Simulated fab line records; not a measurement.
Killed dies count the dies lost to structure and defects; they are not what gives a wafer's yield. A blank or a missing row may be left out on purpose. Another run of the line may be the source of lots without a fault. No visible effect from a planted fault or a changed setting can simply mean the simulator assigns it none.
Chamber matching    flow n5_finfet    4 sister chambers for N5_BEOL_M6_ETCH_62 on rie_diel-03
The step etches SOC in N2/H2, target depth 110 nm, overetch 22 nm, time 165 s. 16 wafers are shown with their chamber, then 8 later ones without.

## WAFERS PAIRED WITH THEIR CHAMBERS
wafer   chamber  drypump_motor_current_A (A)  showerhead_plenum_p_Torr (Torr)  throttle_valve_pct (%)
L074.1  0        6.0                          2.47                             18.01
L074.4  2        6.7                          2.58                             17.86
L074.6  3        5.6                          2.61                             18.40
L075.1  1        6.5                          2.58                             17.59
L075.2  0        6.0                          2.47                             18.00
L075.6  3        5.6                          2.61                             18.39
L078.2  1        6.5                          2.58                             17.62
L078.3  0        6.0                          2.46                             18.03
L078.6  3        5.6                          2.61                             17.96
L079.1  2        6.7                          2.57                             17.91
L079.4  2        6.7                          2.57                             17.89
L079.6  0        6.0                          2.46                             18.04
L080.2  0        6.0                          2.46                             18.03
L080.4  0        6.0                          2.46                             18.04
L080.5  2        6.8                          2.57                             17.91
L087.1  0        6.0                          2.46                             18.05

SIGNATURES (means of the wafers above)
reading                   chamber 0  chamber 1  chamber 2  chamber 3  scatter within a chamber
drypump_motor_current_A   6.000      6.500      6.725      5.600      0.025
showerhead_plenum_p_Torr  2.4629     2.5800     2.5725     2.6100     0.00426
throttle_valve_pct        18.0286    17.6050    17.8925    18.2500    0.104
Rule: for a wafer and a chamber, the distance is found by dividing, reading by reading, the gap between the wafer's reading and the chamber's mean by the reading's scatter, squaring, summing and taking the root. The wafer belongs to the nearest chamber; if the next one is less than 2 further off, it can't be placed. The scatter: the root of (the sum of the squares of (reading less its chamber's mean) over the shown wafers, divided by (wafers less chambers)).

## WAFERS WITHOUT THEIR CHAMBER
wafer   drypump_motor_current_A (A)  showerhead_plenum_p_Torr (Torr)  throttle_valve_pct (%)
L087.2  5.6                          2.60                             17.98
L087.5  6.7                          2.56                             17.93
L095.2  6.5                          2.57                             17.64
L095.5  5.6                          2.60                             17.97
L095.6  6.7                          2.56                             17.92
L096.2  6.0                          2.45                             18.06
L096.5  6.0                          2.45                             18.07
L096.6  5.6                          2.60                             17.98

## CHAMBER TAKEN BY EACH
wafer   from the rows above  in truth
L087.2  3                    3
L087.5  2                    2
L095.2  1                    1
L095.5  3                    3
L095.6  2                    2
L096.2  0                    0
L096.5  0                    0
L096.6  3                    3
Placed correctly: 8 of 8. Can't be placed from these rows: 0. 0 placed wrongly.
